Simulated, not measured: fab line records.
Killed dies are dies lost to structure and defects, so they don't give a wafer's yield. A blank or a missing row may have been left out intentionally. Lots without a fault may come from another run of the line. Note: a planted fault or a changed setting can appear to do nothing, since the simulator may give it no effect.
fab line records | flow n5_finfet
record: lots: 6 | wafers: 18 | last_day: 19
route steps=1938 shown BEOL_M13@1694 PASSIVATION@1936
lots that met no fault: from a run of the same line without faults
start_h: hours from the record's first day to the start of the lot's first wafer shown | wait_h: hours since the lot's step before | " same as the row above | L1.1+2: a row that stands for several wafers | - either no value or no given start | * or withheld: withheld | < > ~ a bound
route shown NAME@n: a module of which the file shows steps, and the number in the route of the first | usual: mean/standard deviation of fault-free wafers | same: alike in all rows | chamber/n: place in a boat | sites: each site's reading | _std_site: standard deviation of those values | _edge_site: outer sites' mean less inner sites' | radius_mm: how far each site lies from the wafer's centre | mask NAME#n: copy n | behind: the last tool/chamber to shape the wafer | hold: the reason the lot was held/the length of the hold in hours/how it ended | device: which transistor (n, p or np) failed to switch | end of line: tests of these same wafers at the route's end | a step without rows: its recipe alone | killed: dies lost to structure and defects at the first sort, not the wafer's yield | map: a wafer's dies, marking killed ones x, the rest . and places with no die _
set.NAME: the setting as run; set.NAME@STEP: as run at that earlier step | model.NAME: the simulator's own value behind a step, which no gauge read
certain route steps with their lots: each step a table, each wafer a row
services: from which hour (start_h, from the record's first day; less than 0 if before it) a tool's chamber was out of use, for how many hours, and why
== steps ==
step: N5_BEOL_M13_ETCH_68
recipe: chemistry: N2/H2 | target: SOC | mask_material: SiARC | source_w: 3000 | bias_w: 350 | temp_c: 40 | time_s: 355 | ion_energy_ev: 200 | pressure_mtorr: 30 | n2_flow_sccm: 200 | h2_flow_sccm: 200
step: N5_BEOL_M13_STRIP_69
recipe: chemistry: N2/H2 | temp_c: 40 | n2_flow_sccm: 200 | h2_flow_sccm: 200 | rf_frequency_hz: 6e+07
step: N5_BEOL_M13_TRENCH_ETCH_34
recipe: chemistry: C4F8/O2/Ar | target: SiOC | target_depth_a: 4134.7 | mask_material: SOC | pressure_mtorr: 30 | source_w: 3000 | bias_w: 700 | Ar_flow_sccm: 400 | C4F8_flow_sccm: 15 | O2_flow_sccm: 8 | he_inner_torr: 15 | he_outer_torr: 30 | time_s: 162.6 | ion_energy_ev: 250
step: N5_BEOL_M13_STRIP_70
recipe: chemistry: C4F8/O2/Ar | resist: SiARC | rf_frequency_hz: 6e+07
step: N5_BEOL_M13_OCD_MEAS_35
usual: trench_depth_nm: 412/7.4
lot.wafer | tool   | chamber | start_h | wait_h | trench_depth_nm
L674.1    | ocd-01 | -       | 266.30  | 0.0    | 414
L674.3    | "      | -       | "       | "      | 405
L674.6    | "      | -       | "       | "      | 396
L680.1    | ocd-01 | -       | 316.37  | 0.0    | 402
L680.5    | "      | -       | "       | "      | 400
L680.6    | "      | -       | "       | "      | 404
L681.1    | ocd-02 | -       | 323.42  | 0.0    | 413
L681.2    | "      | -       | "       | "      | 418
L681.4    | "      | -       | "       | "      | 420
L682.2    | ocd-02 | -       | 349.22  | 0.0    | 416
L682.4    | "      | -       | "       | "      | 409
L682.6    | "      | -       | "       | "      | 416
L691.1    | ocd-01 | -       | 385.86  | 0.0    | 403
L691.2    | "      | -       | "       | "      | 416
L691.6    | "      | -       | "       | "      | 399
L694.1    | ocd-01 | -       | 417.16  | 0.0    | 415
L694.4    | "      | -       | "       | "      | 407
L694.5    | "      | -       | "       | "      | 408
step: N5_BEOL_M13_STRIP_37
recipe: chemistry: N2/H2 | power_w: 1000 | temp_c: 250 | h2_frac: 0.65 | overash_fraction: 0.3 | pressure_mtorr: withheld | n2_flow_sccm: 1750 | h2_flow_sccm: 3250
usual: drypump_motor_current_A: 5.8/0.46 | heater_power_w: 342/21 | n2_flow_sccm: 1750/5.6 | oes_product_au: 0.784/0.011
lot.wafer | tool            | chamber | start_h | wait_h | drypump_motor_current_A | heater_power_w | n2_flow_sccm | oes_product_au | rf_hours_counter_h
L674.1    | plasma_asher-01 | 0       | 266.34  | 0.0    | 5.6                     | 329            | 1755         | 0.794          | 126
L674.3    | "               | 1       | "       | "      | 6.4                     | 358            | 1746         | 0.776          | -
L674.6    | "               | 1       | "       | "      | 6.5                     | 364            | 1751         | 0.799          | -
L680.1    | plasma_asher-01 | 1       | 316.41  | 0.0    | 6.5                     | 368            | 1755         | 0.783          | 135
L680.5    | "               | 0       | "       | "      | 5.5                     | 331            | 1747         | 0.796          | -
L680.6    | "               | 1       | "       | "      | 6.5                     | 361            | 1752         | 0.789          | -
L681.1    | plasma_asher-02 | 0       | 323.46  | 0.0    | 5.3                     | 374            | 1755         | 0.781          | 82
L681.2    | "               | 1       | "       | "      | 5.9                     | 318            | 1745         | 0.778          | 82
L681.4    | "               | 0       | "       | "      | 5.2                     | 368            | 1757         | 0.798          | -
L682.2    | plasma_asher-01 | 1       | 349.26  | 0.0    | 6.4                     | 362            | 1745         | 0.759          | 142
L682.4    | "               | 0       | "       | "      | 5.5                     | 328            | 1756         | 0.775          | -
L682.6    | "               | 1       | "       | "      | 6.5                     | 365            | 1751         | 0.793          | -
L691.1    | plasma_asher-01 | 0       | 385.90  | 0.0    | 5.5                     | 330            | 1754         | 0.777          | 149
L691.2    | "               | 1       | "       | "      | 6.4                     | 363            | 1745         | 0.785          | 149
L691.6    | "               | 0       | "       | "      | 5.5                     | 322            | 1754         | 0.792          | -
L694.1    | plasma_asher-02 | 1       | 417.20  | 0.0    | 6.0                     | 324            | 1752         | 0.783          | 100
L694.4    | "               | 1       | "       | "      | 5.9                     | 316            | 1748         | 0.789          | -
L694.5    | "               | 0       | "       | "      | 5.3                     | 368            | 1748         | 0.781          | -
step: N5_BEOL_M13_ETCH_38
recipe: chemistry: CF4/N2 | target: SiCN | target_depth_a: 675 | taper_deg: 2 | time_s: 71.9 | ion_energy_ev: 150 | mask_material: SiO2 | pressure_mtorr: 40 | source_w: 430 | bias_w: 70 | Ar_flow_sccm: 100 | cf4_flow_sccm: 60 | n2_flow_sccm: 60
step: N5_BEOL_M13_PRECLEAN_39
recipe: chemistry: residue_remover | time_s: 60 | temp_c: 40
step: N5_BEOL_M13_SRD_40
recipe: time_s: 30 | temp_c: 23 | rinse_liquid: diw | dry: n2_spin | spin_rpm: 1500 | dry_time_s: 30
step: N5_BEOL_M13_DEGAS_41
recipe: ambient: vacuum | temp_c: 250 | time_s: 60
usual: heater_power_w: 337/34
same: time_s: 60
lot.wafer | tool           | chamber | start_h | wait_h | heater_power_w
L674.1    | pvd_sputter-03 | -       | 268.47  | 0.3    | 302
L674.3    | "              | -       | "       | "      | 398
L674.6    | "              | -       | "       | "      | 296
L680.1    | pvd_sputter-03 | -       | 317.91  | 0.4    | 292
L680.5    | "              | -       | "       | "      | 288
L680.6    | "              | -       | "       | "      | 404
L681.1    | pvd_sputter-03 | -       | 326.73  | 0.5    | 308
L681.2    | "              | -       | "       | "      | 328
L681.4    | "              | -       | "       | "      | 316
L682.2    | pvd_sputter-03 | -       | 350.42  | 0.2    | 397
L682.4    | "              | -       | "       | "      | 295
L682.6    | "              | -       | "       | "      | 325
L691.1    | pvd_sputter-01 | -       | 388.21  | 2.1    | 331
L691.2    | "              | -       | "       | "      | 296
L691.6    | "              | -       | "       | "      | 336
L694.1    | pvd_sputter-01 | -       | 418.82  | 0.5    | 294
L694.4    | "              | -       | "       | "      | 334
L694.5    | "              | -       | "       | "      | 337
step: N5_BEOL_M13_PRE_CLEAN_42
recipe: gas: H2/He | time_s: 30 | temp_c: 250
usual: heater_power_w: 337/34
same: time_s: 30
lot.wafer | tool           | chamber | start_h | wait_h | heater_power_w
L674.1    | pvd_sputter-03 | -       | 268.51  | 0.0    | 296
L674.3    | "              | -       | "       | "      | 400
L674.6    | "              | -       | "       | "      | 288
L680.1    | pvd_sputter-03 | -       | 317.95  | 0.0    | 303
L680.5    | "              | -       | "       | "      | 296
L680.6    | "              | -       | "       | "      | 399
L681.1    | pvd_sputter-03 | -       | 326.77  | 0.0    | 299
L681.2    | "              | -       | "       | "      | 315
L681.4    | "              | -       | "       | "      | 322
L682.2    | pvd_sputter-03 | -       | 350.46  | 0.0    | 402
L682.4    | "              | -       | "       | "      | 298
L682.6    | "              | -       | "       | "      | 315
L691.1    | pvd_sputter-01 | -       | 388.25  | 0.0    | 325
L691.2    | "              | -       | "       | "      | 282
L691.6    | "              | -       | "       | "      | 344
L694.1    | pvd_sputter-01 | -       | 418.86  | 0.0    | 294
L694.4    | "              | -       | "       | "      | 335
L694.5    | "              | -       | "       | "      | 332
step: N5_BEOL_M13_SPUTTER_43
recipe: material: TaN | target_thk_a: 150 | temp_c: 50 | bias_v: 168.6 | power_w: 15000 | chamber_pressure_pa: 0.12 | time_s: 24.19
usual: throttle_valve_pct: 29.8/0.68
same: time_s: 24.19
lot.wafer | tool           | chamber | start_h | wait_h | throttle_valve_pct
L674.1    | pvd_sputter-03 | -       | 268.55  | 0.0    | 30.5
L674.3    | "              | -       | "       | "      | 29.6
L674.6    | "              | -       | "       | "      | 30.7
L680.1    | pvd_sputter-03 | -       | 317.99  | 0.0    | 30.6
L680.5    | "              | -       | "       | "      | 30.6
L680.6    | "              | -       | "       | "      | 29.9
L681.1    | pvd_sputter-03 | -       | 326.81  | 0.0    | 30.7
L681.2    | "              | -       | "       | "      | 29.3
L681.4    | "              | -       | "       | "      | 29.2
L682.2    | pvd_sputter-03 | -       | 350.50  | 0.0    | 30.1
L682.4    | "              | -       | "       | "      | 30.6
L682.6    | "              | -       | "       | "      | 29.1
L691.1    | pvd_sputter-01 | -       | 388.29  | 0.0    | 31.2
L691.2    | "              | -       | "       | "      | 30.3
L691.6    | "              | -       | "       | "      | 28.3
L694.1    | pvd_sputter-01 | -       | 418.90  | 0.0    | 30.0
L694.4    | "              | -       | "       | "      | 28.3
L694.5    | "              | -       | "       | "      | 31.4
step: N5_BEOL_M13_SPUTTER_44
recipe: material: Ta | target_thk_a: 100 | temp_c: 50 | bias_v: 80 | power_w: 15000 | chamber_pressure_pa: 0.07 | time_s: 16.13
usual: throttle_valve_pct: 29.7/0.71
lot.wafer | tool           | chamber | start_h | wait_h | throttle_valve_pct | model.Ta_of_BEOL_M13_SPUTTER_44.thk_nm
L674.1    | pvd_sputter-03 | -       | 268.63  | 0.0    | 30.7               | 9.8
L674.3    | "              | -       | "       | "      | 29.6               | 10
L674.6    | "              | -       | "       | "      | 30.9               | 9.8
L680.1    | pvd_sputter-03 | -       | 318.07  | 0.0    | 30.8               | 10
L680.5    | "              | -       | "       | "      | 30.6               | 10.2
L680.6    | "              | -       | "       | "      | 29.9               | 10
L681.1    | pvd_sputter-03 | -       | 326.89  | 0.0    | 30.9               | 9.8
L681.2    | "              | -       | "       | "      | 29.4               | 5.8
L681.4    | "              | -       | "       | "      | 29.1               | 9.8
L682.2    | pvd_sputter-03 | -       | 350.58  | 0.0    | 29.6               | 5.8
L682.4    | "              | -       | "       | "      | 30.7               | 10
L682.6    | "              | -       | "       | "      | 29.2               | 5.6
L691.1    | pvd_sputter-01 | -       | 388.37  | 0.0    | 31.2               | 9.8
L691.2    | "              | -       | "       | "      | 30.1               | 10
L691.6    | "              | -       | "       | "      | 28.2               | 9.8
L694.1    | pvd_sputter-01 | -       | 418.98  | 0.0    | 30.3               | 10
L694.4    | "              | -       | "       | "      | 28.2               | 10
L694.5    | "              | -       | "       | "      | 31.0               | 10
step: N5_BEOL_M13_SPUTTER_45
recipe: material: Cu | target_thk_a: 800 | temp_c: -20 | bias_v: 60 | power_w: 26000 | chamber_pressure_pa: 0.13 | time_s: 13.33
usual: throttle_valve_pct: 29.8/0.69
same: time_s: 13.33
lot.wafer | tool           | chamber | start_h | wait_h | throttle_valve_pct
L674.1    | pvd_sputter-03 | -       | 268.71  | 0.0    | 30.6
L674.3    | "              | -       | "       | "      | 29.6
L674.6    | "              | -       | "       | "      | 30.4
L680.1    | pvd_sputter-03 | -       | 318.15  | 0.0    | 30.6
L680.5    | "              | -       | "       | "      | 30.6
L680.6    | "              | -       | "       | "      | 30.1
L681.1    | pvd_sputter-03 | -       | 326.97  | 0.0    | 30.8
L681.2    | "              | -       | "       | "      | 29.3
L681.4    | "              | -       | "       | "      | 29.2
L682.2    | pvd_sputter-03 | -       | 350.66  | 0.0    | 29.6
L682.4    | "              | -       | "       | "      | 30.7
L682.6    | "              | -       | "       | "      | 29.5
L691.1    | pvd_sputter-01 | -       | 388.45  | 0.0    | 31.1
L691.2    | "              | -       | "       | "      | 30.1
L691.6    | "              | -       | "       | "      | 28.5
L694.1    | pvd_sputter-01 | -       | 419.06  | 0.0    | 29.9
L694.4    | "              | -       | "       | "      | 27.9
L694.5    | "              | -       | "       | "      | 31.0
step: N5_BEOL_M13_ECD_47
recipe: material: Cu | target_thk_a: 9360
step: N5_BEOL_M13_ANNEAL_48
recipe: temp_c: 225 | time_s: 90 | ambient: N2
step: N5_BEOL_M13_CMP_49
recipe: stop_on: SiOC | t_overpolish_s: 17.1 | down_force_psi: 1 | platen_rpm: 50 | clearing_platen_down_force_psi: 1.5 | clearing_platen_rpm: 50 | post_cmp_clean: cu_alkaline | target_thk_nm: 420 | clearing_platen_pad_velocity_m_s: 0.99484 | pad_velocity_m_s: 0.99484
usual: barrier_field_endpoint_s: 30.2/0.74 | edge_zone_pressure_frac: 1.000/0.0047 | motor_current_A: 6.0/0.48
lot.wafer | tool   | chamber | start_h | wait_h | barrier_field_endpoint_s | edge_zone_pressure_frac | motor_current_A
L674.1    | cmp-04 | 1       | 269.33  | 0.3    | 30.8                     | 1.002                   | 5.3
L674.3    | "      | 3       | "       | "      | 29.6                     | 0.997                   | 5.9
L674.6    | "      | 0       | "       | "      | 30.3                     | 1.003                   | 5.5
L680.1    | cmp-03 | 0       | 319.19  | 0.3    | 31.9                     | 0.994                   | 6.3
L680.5    | "      | 0       | "       | "      | 31.3                     | 0.997                   | 6.3
L680.6    | "      | 1       | "       | "      | 30.6                     | 0.998                   | 5.5
L681.1    | cmp-04 | 2       | 329.00  | 0.3    | 30.7                     | 1.004                   | 5.7
L681.4    | "      | 3       | "       | "      | 30.7                     | 0.997                   | 5.6
L681.2    | "      | 0       | "       | "      | 25.2                     | 1.004                   | 5.2
L682.4    | cmp-03 | 3       | 352.13  | 0.2    | 30.5                     | 1.006                   | 6.5
L682.2    | "      | 0       | "       | "      | 25.2                     | 1.005                   | 6.8
L682.6    | "      | 1       | "       | "      | 24.6                     | 1.001                   | 5.9
L691.1    | cmp-03 | 1       | 389.10  | 0.3    | 30.1                     | 1.010                   | 5.6
L691.2    | "      | 2       | "       | "      | 29.1                     | 1.003                   | 6.4
L691.6    | "      | 3       | "       | "      | 30.1                     | 1.004                   | 6.3
L694.4    | cmp-02 | 3       | 420.22  | 0.2    | 29.8                     | 0.997                   | 6.0
L694.1    | "      | 0       | "       | "      | 30.5                     | 1.000                   | 6.3
L694.5    | "      | 2       | "       | "      | 30.7                     | 1.002                   | 5.9
step: N5_BEOL_M13_THK_MEAS_50
recipe: thk_meas_gauge: xrf | reads: Cu_of_BEOL_M13_ECD_47
usual: M13_THK: 410/7.9
lot.wafer | tool          | chamber | start_h | wait_h | M13_THK[nm]
L674.1    | film_metro-02 | -       | 269.58  | -      | 413
L674.3    | "             | -       | "       | "      | 405
L674.6    | "             | -       | "       | "      | 396
L680.1    | film_metro-01 | -       | 319.49  | -      | 397
L680.5    | "             | -       | "       | "      | 395
L680.6    | "             | -       | "       | "      | 396
L681.1    | film_metro-01 | -       | 329.26  | -      | 409
L681.2    | "             | -       | "       | "      | 413
L681.4    | "             | -       | "       | "      | 417
L682.2    | film_metro-01 | -       | 352.35  | -      | 420
L682.4    | "             | -       | "       | "      | 407
L682.6    | "             | -       | "       | "      | 416
L691.1    | film_metro-02 | -       | 389.32  | -      | 407
L691.2    | "             | -       | "       | "      | 423
L691.6    | "             | -       | "       | "      | 404
L694.1    | film_metro-01 | -       | 420.44  | -      | 409
L694.4    | "             | -       | "       | "      | 401
L694.5    | "             | -       | "       | "      | 404
step: N5_PASSIVATION_PROBE_49
usual: defect_limited_yield: 91.3/1.4 | killed_at_M0_to_M3: 34/10 | killed_at_M4_up: 14/5.5 | killed_at_contacts: 12/6 | killed_at_front_end: 40/10 | killed_at_other: 3.0/2.4 | killed_dies: 103/17 | killed_on_rim: 13/4.3 | killed_open: 68/13 | killed_short: 34/7.8 | sort_bin_5_function: 5.1/0.97 | sort_bin_6_memory: 3.3/0.66 | sort_bin_8_speed: 0.02/0.12 | sort_n_pass: 1077/17 | sort_yield_pct: 91.2/1.4
same: gross_dies: 1180 | killed_at_back_side: 0 | sort_bin_4_leakage[%]: 0
lot.wafer | tool      | chamber | start_h | wait_h | defect_limited_yield[%] | killed_at_M0_to_M3 | killed_at_M4_up | killed_at_contacts | killed_at_front_end | killed_at_other | killed_dies | killed_on_rim | killed_open | killed_short | sort_bin_5_function[%] | sort_bin_6_memory[%] | sort_bin_8_speed[%] | sort_n_pass | sort_yield_pct[%]
L674.1    | prober-02 | -       | 294.82  | 0.0    | 91.2                    | 22                 | 15              | 9                  | 57                  | 1               | 104         | 12            | 71          | 33           | 5.4                    | 3.1                  | 0                   | 1076        | 91.2
L674.3    | prober-02 | -       | 294.92  | 0.1    | 89.1                    | 34                 | 20              | 16                 | 56                  | 3               | 129         | 13            | 86          | 42           | 7.6                    | 3.0                  | 0                   | 1051        | 89.1
L674.6    | prober-02 | -       | 295.07  | 0.3    | 91.7                    | 43                 | 3               | 6                  | 43                  | 3               | 98          | 11            | 65          | 33           | 5.3                    | 2.6                  | 0                   | 1082        | 91.7
L681.1    | prober-01 | -       | 356.61  | 0.0    | 91.6                    | 35                 | 14              | 16                 | 29                  | 5               | 99          | 10            | 75          | 24           | 4.5                    | 3.6                  | 0                   | 1081        | 91.6
L681.2    | prober-01 | -       | 356.66  | 0.1    | 90.0                    | 38                 | 13              | 19                 | 45                  | 3               | 118         | 17            | 79          | 38           | 5.6                    | 4.2                  | 0                   | 1062        | 90.0
L681.4    | prober-01 | -       | 356.76  | 0.2    | 89.5                    | 42                 | 8               | 15                 | 49                  | 10              | 124         | 13            | 73          | 47           | 6.8                    | 3.3                  | 0                   | 1056        | 89.5
L691.1    | prober-01 | -       | 422.07  | 0.0    | 90.5                    | 36                 | 12              | 11                 | 53                  | 0               | 112         | 19            | 81          | 31           | 5.2                    | 4.2                  | 0                   | 1068        | 90.5
L691.2    | prober-01 | -       | 422.12  | 0.1    | 88.3                    | 58                 | 11              | 21                 | 47                  | 1               | 138         | 22            | 85          | 50           | 6.2                    | 5.2                  | 0                   | 1042        | 88.3
L691.6    | prober-01 | -       | 422.32  | 0.3    | 89.4                    | 34                 | 6               | 17                 | 67                  | 1               | 125         | 23            | 91          | 29           | 5.7                    | 4.2                  | 0                   | 1055        | 89.4
L694.1    | prober-01 | -       | 450.28  | 0.0    | 91.6                    | 32                 | 12              | 11                 | 38                  | 6               | 99          | 8             | 62          | 32           | 4.3                    | 3.8                  | 0                   | 1081        | 91.6
L694.4    | prober-01 | -       | 450.43  | 0.2    | 93.0                    | 20                 | 16              | 5                  | 33                  | 9               | 83          | 9             | 52          | 30           | 3.8                    | 3.1                  | 0                   | 1097        | 93.0
L694.5    | prober-01 | -       | 450.48  | 0.2    | 91.8                    | 32                 | 10              | 20                 | 30                  | 5               | 97          | 15            | 69          | 26           | 5.2                    | 2.9                  | 0                   | 1083        | 91.8
killed by level:class
L674.1 FIN_SAQP:geometric_particle:open=21 FIN_SAQP:geometric_particle:short=13 BEOL_M0_SAQP:geometric_particle:open=8 BEOL_M4:geometric_particle:open=8 MOL_CONTACT_COAG:geometric_particle:open=7 BEOL_M0_SAQP:geometric_particle:short=7 STI_FIN_REVEAL:geometric_particle:open=6 DUMMY_GATE:geometric_particle:open=4
L674.3 FIN_SAQP:geometric_particle:open=24 MOL_CONTACT_COAG:geometric_particle:open=15 FIN_SAQP:geometric_particle:short=9 BEOL_M0_SAQP:geometric_particle:short=9 BEOL_M3:geometric_particle:open=8 BEOL_M1:geometric_particle:open=6 BEOL_M4:geometric_particle:open=6 STARTING-WAFER:geometric_particle:short=5
L674.6 FIN_SAQP:geometric_particle:open=16 BEOL_M3:geometric_particle:open=12 FIN_SAQP:geometric_particle:short=11 BEOL_M0_SAQP:geometric_particle:short=10 BEOL_M0_SAQP:geometric_particle:open=9 STI_FIN_REVEAL:geometric_particle:open=6 MOL_CONTACT_COAG:geometric_particle:open=5 STARTING-WAFER:geometric_particle:open=4
L681.1 MOL_CONTACT_COAG:geometric_particle:open=13 BEOL_M0_SAQP:geometric_particle:open=10 FIN_SAQP:geometric_particle:open=7 BEOL_M3:geometric_particle:open=7 BEOL_M4:geometric_particle:open=6 STI_FIN_REVEAL:geometric_particle:open=5 BEOL_M0_SAQP:geometric_particle:short=5 STARTING-WAFER:geometric_particle:open=5
L681.2 MOL_CONTACT_COAG:geometric_particle:open=16 FIN_SAQP:geometric_particle:open=11 FIN_SAQP:geometric_particle:short=11 BEOL_M0_SAQP:geometric_particle:open=10 BEOL_M2:geometric_particle:open=9 BEOL_M1:geometric_particle:open=7 BEOL_M1:geometric_particle:short=5 STARTING-WAFER:geometric_particle:open=5
L681.4 MOL_CONTACT_COAG:geometric_particle:open=13 FIN_SAQP:geometric_particle:open=11 FIN_SAQP:geometric_particle:short=9 GATE_CUT:geometric_particle:short=9 BEOL_M2:geometric_particle:open=9 BEOL_M3:geometric_particle:open=7 BEOL_M0_SAQP:geometric_particle:open=6 BEOL_M0_SAQP:geometric_particle:short=6
L691.1 STI_FIN_REVEAL:geometric_particle:open=11 BEOL_M3:geometric_particle:open=11 FIN_SAQP:geometric_particle:open=10 MOL_CONTACT_COAG:geometric_particle:open=10 BEOL_M0_SAQP:geometric_particle:short=7 DUMMY_GATE:geometric_particle:open=6 STARTING-WAFER:geometric_particle:open=6 BEOL_M0_SAQP:geometric_particle:open=6
L691.2 BEOL_M0_SAQP:geometric_particle:short=18 MOL_CONTACT_COAG:geometric_particle:open=17 FIN_SAQP:geometric_particle:open=14 BEOL_M3:geometric_particle:open=14 BEOL_M0_SAQP:geometric_particle:open=12 BEOL_M4:geometric_particle:open=7 DUMMY_GATE:geometric_particle:open=7 FIN_SAQP:geometric_particle:short=4
L691.6 FIN_SAQP:geometric_particle:open=18 DUMMY_GATE:geometric_particle:open=13 MOL_CONTACT_COAG:geometric_particle:open=13 BEOL_M3:geometric_particle:open=10 BEOL_M1:geometric_particle:open=9 STI_FIN_REVEAL:geometric_particle:open=8 BEOL_M0_SAQP:geometric_particle:short=5 FIN_SAQP:geometric_particle:short=4
L694.1 MOL_CONTACT_COAG:geometric_particle:open=10 BEOL_M0_SAQP:geometric_particle:open=9 FIN_SAQP:geometric_particle:short=8 STI_FIN_REVEAL:geometric_particle:open=6 FIN_SAQP:geometric_particle:open=5 DUMMY_GATE:geometric_particle:open=5 BEOL_M0_SAQP:geometric_particle:short=5 BEOL_M3:geometric_particle:short=4
L694.4 FIN_SAQP:geometric_particle:short=9 FIN_SAQP:geometric_particle:open=6 BEOL_M5:geometric_particle:open=6 BEOL_M2:geometric_particle:open=5 BEOL_M4:geometric_particle:open=5 DUMMY_GATE:geometric_particle:short=4 MOL_CONTACT_COAG:geometric_particle:open=4 BEOL_M0_SAQP:geometric_particle:open=4
L694.5 MOL_CONTACT_COAG:geometric_particle:open=15 BEOL_M3:geometric_particle:open=10 FIN_SAQP:geometric_particle:short=7 BEOL_M0_SAQP:geometric_particle:open=7 BEOL_M2:geometric_particle:open=6 FIN_SAQP:geometric_particle:open=5 ILD0:geometric_particle:open=5 MOL_CONTACT_COAG:geometric_particle:short=5
== services ==
tool            | chamber | start_h | hours | kind
cmp-03          | -       | 257.10  | 0.3   | repair
cmp-02          | -       | 293.20  | 6.2   | repair
cmp-02          | -       | 315.41  | 6.9   | repair
plasma_asher-01 | -       | 331.44  | 1.3   | repair
cmp-03          | -       | 340.37  | 1.7   | repair
pvd_sputter-01  | -       | 344.74  | 1.6   | repair
plasma_asher-02 | -       | 348.15  | 2.1   | repair
cmp-04          | -       | 350.63  | 4.0   | pm
cmp-04          | -       | 354.63  | -     | consumable_replace:conditioner
cmp-04          | -       | 354.63  | -     | consumable_replace:pad
plasma_asher-02 | -       | 362.09  | 2.8   | pm
cmp-04          | -       | 364.37  | 3.9   | pm
cmp-02          | -       | 373.95  | 0.8   | repair
pvd_sputter-03  | -       | 378.22  | 3.7   | repair
== key ==
first_sign: step: N5_BEOL_M13_CMP_49 | reading: barrier_field_endpoint_s | direction: down | sigmas: 7 | usual: 30.2 | struck: 25.0
effect none on later readings
model_effect: step: N5_BEOL_M13_SPUTTER_44 | value: Ta_of_BEOL_M13_SPUTTER_44.thk_nm | without: 9.867 | struck: 5.733
met_at N5_BEOL_M13_SPUTTER_44
struck_wafers L681.2,L682.2,L682.6
onset_between 318.07 326.89
fault: kind: process_parameter_drift | tool: pvd_sputter-03 | chamber: - | onset_h: 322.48 | steps: N5_BEOL_M13_SPUTTER_44 | channel: time_s | offset: * | shape: step | end_h: 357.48 | scope: struck_wafers_only | acts_in: * | stated: *
